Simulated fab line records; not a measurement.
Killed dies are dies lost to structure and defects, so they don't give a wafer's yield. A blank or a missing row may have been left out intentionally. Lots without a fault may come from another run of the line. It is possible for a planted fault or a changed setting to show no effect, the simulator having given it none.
fab line records + flow nand_harc
record:
- lots: 5
- wafers: 15
- last_day: 33
route steps=1302 shown P_ZERO_WELL@29 END@1302
lots that met no fault: taken from a fault-free run of the same line
start_h: hours from the record's opening day to when the first of the lot's shown wafers began + wait_h: hours elapsed since this lot's preceding step + " repeats the value in the row above + L1.1+2: a row that stands for several wafers + - no value, or no start was given + * or withheld: withheld + < > ~ a bound
route shown NAME@n: NAME is a module with steps in the file, n the number in the route of the first one + usual: mean and standard deviation over wafers with no fault + same: alike in all rows + chamber/n: place in a boat + sites: the reading at each site + _std_site: how widely they spread, as a standard deviation + _edge_site: inner sites' mean taken away from outer sites' mean + radius_mm: how far each site lies from the wafer's centre + mask NAME#n: copy n + behind: the last tool/chamber to shape the wafer + hold: why the lot went on hold/how many hours it stayed there/how the hold came to an end + device: transistor that didn't switch, given as n, p or np + end of line: the tests these same wafers got at the end of their route + for a step that has no rows: nothing shown but its recipe + killed: dies that structure and defects cost at the first sort, which is not the same as the wafer's yield + map: shows each die of a wafer: x if killed, . if not, _ if none is there
set.NAME: setting as actually run; set.NAME@STEP: the setting as run at that earlier step + model.NAME: the simulator's own value behind a step, which no gauge read
lots at selected steps of the route; one table per step, one row per wafer
services: the hour from which a tool's chamber was out of use, counted from the record's first day as start_h (under 0 if before that day), plus the number of hours and why
== steps ==
step: NHARC_P_ZERO_WELL_CD_MEAS_24
recipe:
- target_cd_nm: 720
- landing_energy_ev: 500
usual:
- cd_nm: 720.6/1.1
| lot.wafer | tool      | chamber | start_h | wait_h | cd_nm |
|-----------|-----------|---------|---------|--------|-------|
| L697.1    | cd_sem-02 | 0       | 42.60   | -      | 719.8 |
| L697.5    | "         | 0       | "       | "      | 720.2 |
| L697.6    | "         | 0       | "       | "      | 719.3 |
| L700.3    | cd_sem-02 | 0       | 72.58   | -      | 719.6 |
| L700.4    | "         | 0       | "       | "      | 721.0 |
| L700.5    | "         | 0       | "       | "      | 721.3 |
| L703.1    | cd_sem-02 | 0       | 102.72  | -      | 719.9 |
| L703.3    | "         | 0       | "       | "      | 720.5 |
| L703.4    | "         | 0       | "       | "      | 721.1 |
| L713.1    | cd_sem-01 | 0       | 202.69  | -      | 719.9 |
| L713.2    | "         | 0       | "       | "      | 721.9 |
| L713.6    | "         | 0       | "       | "      | 719.9 |
| L717.1    | cd_sem-03 | 0       | 242.48  | -      | 720.8 |
| L717.4    | "         | 0       | "       | "      | 721.5 |
| L717.5    | "         | 0       | "       | "      | 720.7 |
step: NHARC_P_ZERO_WELL_HARDBAKE_25
recipe:
- temp_c: 125
- time_s: 80
step: NHARC_P_ZERO_WELL_DESCUM_26
recipe:
- time_s: 3
- o2_flow_sccm: 200
- ar_flow_sccm: 0
- bias_power_w: 0
- chemistry: O2
usual:
- drypump_motor_current_A: 5.7/0.43
- mfc_ar_sccm: 0.006/0.012
- oes_product_au: 0.999/0.0073
- rf_vpp_V: 57.7/0.94
- showerhead_plenum_p_Torr: 1.87/0.048
- throttle_valve_pct: 11.311/0.0092
| lot.wafer | tool        | chamber | start_h | wait_h | drypump_motor_current_A | mfc_ar_sccm | oes_product_au | rf_hours_counter_h | rf_vpp_V | showerhead_plenum_p_Torr | throttle_valve_pct |
|-----------|-------------|---------|---------|--------|-------------------------|-------------|----------------|--------------------|----------|--------------------------|--------------------|
| L697.1    | rie_diel-04 | 2       | 42.78   | -      | 5.7                     | 0.012       | 1.005          | 8                  | 59.0     | 1.95                     | 11.298             |
| L697.5    | "           | 0       | "       | "      | 5.6                     | 0.006       | 0.991          | -                  | 58.2     | 1.81                     | 11.321             |
| L697.6    | "           | 2       | "       | "      | 5.6                     | 0.012       | 0.998          | -                  | 58.0     | 1.95                     | 11.301             |
| L700.3    | rie_diel-04 | 2       | 72.77   | -      | 5.6                     | 0.012       | 0.996          | 18                 | 58.9     | 1.95                     | 11.299             |
| L700.4    | "           | 0       | "       | "      | 5.6                     | 0.006       | 0.994          | -                  | 56.5     | 1.81                     | 11.311             |
| L700.5    | "           | 2       | "       | "      | 5.7                     | 0.012       | 0.995          | -                  | 57.8     | 1.95                     | 11.296             |
| L703.3    | rie_diel-12 | 1       | 102.90  | -      | 5.2                     | 0           | 0.999          | 1                  | 58.8     | 1.90                     | 11.301             |
| L703.1    | "           | 3       | "       | "      | 5.7                     | 0           | 1.001          | 1                  | 57.7     | 1.87                     | 11.322             |
| L703.4    | "           | 0       | "       | "      | 6.6                     | 0           | 1.002          | 1                  | 58.5     | 1.84                     | 11.322             |
| L713.2    | rie_diel-12 | 3       | 202.87  | -      | 5.7                     | 0           | 0.994          | 29                 | 58.0     | 1.87                     | 11.311             |
| L713.1    | "           | 1       | "       | "      | 5.2                     | 0           | 0.995          | 35                 | 58.2     | 1.89                     | 11.288             |
| L713.6    | "           | 3       | "       | "      | 5.7                     | 0           | 1.014          | -                  | 58.2     | 1.87                     | 11.308             |
| L717.1    | rie_diel-12 | 1       | 242.64  | -      | 5.1                     | 0           | 1.004          | 47                 | 58.4     | 1.89                     | 11.311             |
| L717.4    | "           | 1       | "       | "      | 5.2                     | 0           | 1.002          | -                  | 57.7     | 1.89                     | 11.304             |
| L717.5    | "           | 3       | "       | "      | 5.8                     | 0           | 1.005          | -                  | 55.5     | 1.86                     | 11.312             |
step: NHARC_P_ZERO_WELL_IMPLANT_27
recipe:
- energy_kev: 600
- dose_cm2: 1e+13
- tilt_deg: 7
step: NHARC_P_ZERO_WELL_IMPLANT_57
recipe:
- energy_kev: 250
- dose_cm2: 4e+12
- tilt_deg: 7
step: NHARC_P_ZERO_WELL_IMPLANT_58
recipe:
- energy_kev: 100
- dose_cm2: 2e+12
- tilt_deg: 7
step: NHARC_P_ZERO_WELL_STRIP_28
recipe:
- time_s: 840
- temp_c: 130
- chemistry: SPM
step: NHARC_P_ZERO_WELL_DEHYDRATE_29
recipe:
- temp_c: 150
- time_s: 120
step: NHARC_P_ZERO_WELL_HMDS_30
recipe:
- time_s: 30
step: NHARC_P_ZERO_WELL_COAT_31
recipe:
- spin_rpm: withheld
step: NHARC_P_ZERO_WELL_SOFTBAKE_32
recipe:
- temp_c: 122
- time_s: 95
step: NHARC_P_ZERO_WELL_EBR_33
step: NHARC_P_ZERO_WELL_EXPOSE_34
recipe:
- na: 0.6
- target_cd_nm: 720
- dose_mj: 22.31
- mask_id: P_PWELL
usual:
- reticle_temp_C: 23.01/0.11
| lot.wafer | tool           | chamber | start_h | wait_h | mask      | reticle_temp_C |
|-----------|----------------|---------|---------|--------|-----------|----------------|
| L697.1    | krf_scanner-03 | 0       | 44.10   | -      | P_PWELL#0 | 23.31          |
| L697.5    | "              | 0       | "       | "      | P_PWELL#0 | 22.93          |
| L697.6    | "              | 0       | "       | "      | P_PWELL#0 | 23.07          |
| L700.3    | krf_scanner-04 | 0       | 74.10   | -      | P_PWELL#0 | 23.05          |
| L700.4    | "              | 0       | "       | "      | P_PWELL#0 | 22.95          |
| L700.5    | "              | 0       | "       | "      | P_PWELL#0 | 22.92          |
| L703.1    | krf_scanner-03 | 0       | 104.10  | -      | P_NWELL#0 | 22.80          |
| L703.3    | "              | 0       | "       | "      | P_NWELL#0 | 22.86          |
| L703.4    | "              | 0       | "       | "      | P_NWELL#0 | 22.77          |
| L713.1    | krf_scanner-04 | 0       | 204.07  | -      | P_PWELL#0 | 23.10          |
| L713.2    | "              | 0       | "       | "      | P_PWELL#0 | 23.16          |
| L713.6    | "              | 0       | "       | "      | P_PWELL#0 | 23.07          |
| L717.1    | krf_scanner-02 | 0       | 243.99  | -      | P_PWELL#0 | 23.02          |
| L717.4    | "              | 0       | "       | "      | P_PWELL#0 | 22.96          |
| L717.5    | "              | 0       | "       | "      | P_PWELL#0 | 23.08          |
step: NHARC_P_ZERO_WELL_PEB_35
recipe:
- peb_temp_c: 118
- peb_time_s: 85
step: NHARC_P_ZERO_WELL_DEVELOP_36
recipe:
- time_s: 70
step: NHARC_P_ZERO_WELL_CD_MEAS_37
recipe:
- target_cd_nm: 720
- landing_energy_ev: 500
usual:
- cd_nm: 719.7/1.4
| lot.wafer | tool      | chamber | start_h | wait_h | cd_nm |
|-----------|-----------|---------|---------|--------|-------|
| L697.1    | cd_sem-02 | 0       | 44.26   | -      | 718.8 |
| L697.5    | "         | 0       | "       | "      | 719.4 |
| L697.6    | "         | 0       | "       | "      | 719.9 |
| L700.3    | cd_sem-01 | 0       | 74.25   | -      | 717.7 |
| L700.4    | "         | 0       | "       | "      | 719.8 |
| L700.5    | "         | 0       | "       | "      | 720.9 |
| L703.1    | cd_sem-03 | 0       | 104.26  | -      | -     |
| L703.3    | "         | 0       | "       | "      | -     |
| L703.4    | "         | 0       | "       | "      | -     |
| L713.1    | cd_sem-03 | 0       | 204.23  | -      | 721.8 |
| L713.2    | "         | 0       | "       | "      | 718.7 |
| L713.6    | "         | 0       | "       | "      | 721.3 |
| L717.1    | cd_sem-01 | 0       | 244.16  | -      | 718.0 |
| L717.4    | "         | 0       | "       | "      | 718.5 |
| L717.5    | "         | 0       | "       | "      | 717.8 |
step: NHARC_P_ZERO_WELL_HARDBAKE_38
recipe:
- temp_c: 125
- time_s: 80
step: NHARC_END_SORT_01
recipe:
- temp_c: 25
usual:
- killed_at_array: 52/20
- killed_at_other: 1.0/1.3
- killed_at_periphery: 3.7/2.2
- killed_dies: 57/20
- killed_open: 3.2/1.6
- killed_short: 2.4/1.6
same:
- gross_dies: 677
| lot.wafer | tool      | chamber | start_h | wait_h | killed_at_array | killed_at_other | killed_at_periphery | killed_dies | killed_open | killed_short |
|-----------|-----------|---------|---------|--------|-----------------|-----------------|---------------------|-------------|-------------|--------------|
| L703.1    | prober-01 | 0       | 640.41  | 2.5    | 53              | 0               | 624                 | 677         | 2           | 1            |
| L703.3    | prober-01 | 0       | 642.01  | 3.1    | 51              | 4               | 622                 | 677         | 2           | 1            |
| L703.4    | prober-01 | 0       | 642.80  | 3.4    | 52              | 2               | 623                 | 677         | 4           | 3            |
killed by level:class
L703.1 P_ZERO_WELL:area_expose=618 A_CHANNEL_HOLE_D1:chamber_film_flake=30 A_CHANNEL_HOLE_D2:chamber_film_flake=13 A_STAIRCASE:chamber_film_flake=3 P_GATE:chamber_film_flake=2 P_M1:chamber_film_flake=2 A_CONTACT:chamber_film_flake=2 P_CONTACT:geometric_particle:open=1
L703.3 P_ZERO_WELL:area_expose=619 A_CHANNEL_HOLE_D1:chamber_film_flake=24 A_CHANNEL_HOLE_D2:chamber_film_flake=14 A_CONTACT:chamber_film_flake=5 THIN_TSV:chamber_film_flake=4 A_STAIRCASE:chamber_film_flake=2 A_SLIT:chamber_film_flake=2 A_ONON_D1:geometric_particle:open=1
L703.4 P_ZERO_WELL:area_expose=619 A_CHANNEL_HOLE_D1:chamber_film_flake=26 A_CHANNEL_HOLE_D2:chamber_film_flake=12 A_STAIRCASE:chamber_film_flake=4 A_BLC:chamber_film_flake=2 THIN_TSV:chamber_film_flake=2 P_STI:geometric_particle:open=1 P_CONTACT:geometric_particle:open=1
map L703.1 (x killed, . not)
____________x____________
_________xxxxxxx_________
_______xxxxxxxxxxx_______
______xxxxxxxxxxxxx______
_____xxxxxxxxxxxxxxx_____
____xxxxxxxxxxxxxxxxx____
____xxxxxxxxxxxxxxxxx____
___xxxxxxxxxxxxxxxxxxx___
___xxxxxxxxxxxxxxxxxxx___
__xxxxxxxxxxxxxxxxxxxxx__
__xxxxxxxxxxxxxxxxxxxxx__
_xxxxxxxxxxxxxxxxxxxxxxx_
_xxxxxxxxxxxxxxxxxxxxxxx_
_xxxxxxxxxxxxxxxxxxxxxxx_
_xxxxxxxxxxxxxxxxxxxxxxx_
_xxxxxxxxxxxxxxxxxxxxxxx_
xxxxxxxxxxxxxxxxxxxxxxxxx
xxxxxxxxxxxxxxxxxxxxxxxxx
xxxxxxxxxxxxxxxxxxxxxxxxx
xxxxxxxxxxxxxxxxxxxxxxxxx
xxxxxxxxxxxxxxxxxxxxxxxxx
_xxxxxxxxxxxxxxxxxxxxxxx_
_xxxxxxxxxxxxxxxxxxxxxxx_
_xxxxxxxxxxxxxxxxxxxxxxx_
_xxxxxxxxxxxxxxxxxxxxxxx_
_xxxxxxxxxxxxxxxxxxxxxxx_
__xxxxxxxxxxxxxxxxxxxxx__
__xxxxxxxxxxxxxxxxxxxxx__
___xxxxxxxxxxxxxxxxxxx___
___xxxxxxxxxxxxxxxxxxx___
____xxxxxxxxxxxxxxxxx____
____xxxxxxxxxxxxxxxxx____
_____xxxxxxxxxxxxxxx_____
______xxxxxxxxxxxxx______
_______xxxxxxxxxxx_______
_________xxxxxxx_________
____________x____________
map L697.1 (x killed, . not)
____________.____________
_________......._________
_______..........._______
______.............______
_____..............._____
____.................____
____.................____
___...................___
___..x................___
__................x....__
__.....................__
_......................._
_.........x..........xx._
_..................xx..._
_......................._
_......xx............x.._
......x.x................
.........xx..............
....x..x.................
.......x.................
....x....................
_...................x..._
_......................._
_...................x.x._
_......................._
_..............x.....x.._
__.........x......x.xx.__
__.......x.x.....x..xx.__
___.....x........xxxxx___
___..............x.xxx___
____...x..........xxx____
____x..............x.____
_____..............x_____
______.............______
_______..x........_______
_________......._________
____________.____________
== services ==
| tool           | chamber | start_h | hours | kind   |
|----------------|---------|---------|-------|--------|
| rie_diel-04    | -       | 19.57   | 0.1   | repair |
| rie_diel-12    | 0       | 24.16   | -     | clean  |
| rie_diel-12    | 1       | 24.16   | -     | clean  |
| rie_diel-12    | 2       | 24.16   | -     | clean  |
| rie_diel-12    | 3       | 24.16   | -     | clean  |
| rie_diel-04    | 1       | 41.55   | 57.0  | repair |
| krf_scanner-04 | -       | 42.17   | 2.7   | repair |
| rie_diel-12    | 0       | 50.35   | -     | clean  |
| rie_diel-12    | 1       | 50.35   | -     | clean  |
| krf_scanner-03 | -       | 52.00   | 4.0   | pm     |
| krf_scanner-04 | -       | 78.00   | 20.9  | repair |
| rie_diel-12    | -       | 91.78   | 9.0   | pm     |
| krf_scanner-02 | -       | 94.00   | 4.0   | pm     |
| rie_diel-04    | -       | 135.56  | 1.1   | repair |
| rie_diel-12    | 0       | 138.79  | 6.6   | repair |
| rie_diel-04    | 2       | 146.03  | 12.4  | repair |
| rie_diel-12    | 3       | 165.03  | 13.8  | repair |
| rie_diel-04    | -       | 178.15  | 9.0   | pm     |
| krf_scanner-04 | -       | 182.00  | 4.0   | pm     |
| krf_scanner-04 | -       | 198.34  | 0.3   | repair |
| rie_diel-04    | 2       | 198.75  | 6.5   | repair |
| krf_scanner-03 | -       | 214.60  | 0.7   | repair |
| krf_scanner-03 | -       | 224.00  | 4.0   | pm     |
| rie_diel-12    | 2       | 240.43  | 25.3  | repair |
== key ==
first_sign:
- step: NHARC_P_ZERO_WELL_EXPOSE_34
- reading: mask
- direction: changed
effect:
- step: NHARC_P_ZERO_WELL_CD_MEAS_37
- reading: cd_nm
- direction: missing
effect:
- step: NHARC_END_SORT_01
- reading: killed_at_periphery
- direction: up
- sigmas: 99+
- usual: 3.7
- struck: 623
more_kills_born_at:
- NHARC_P_ZERO_WELL_EXPOSE_34@krf_scanner-03: 1856
met_at NHARC_P_ZERO_WELL_EXPOSE_34
struck_wafers L703.1,L703.3,L703.4
later_rows_left_out L703.1,L703.3,L703.4
tester_left_out L703
onset_between 44.10 104.10
fault:
- kind: wrong_mask
- tool: any
- chamber: -
- onset_h: 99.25
- steps: NHARC_P_ZERO_WELL_EXPOSE_34
- aux_copy: P_NWELL#0
- scope: struck_lots_only
tester_left_out: of these lots the tester's yield and bins aren't shown, on N5 and GAA mostly nor the transistor test; their killed dies are dies lost to structure and defects alone, not to doping, threshold or leakage, so they don't give the yield
later_rows_left_out: the simulator's readings of these wafers behind a module that went badly wrong aren't trusted and aren't shown, but for the sort
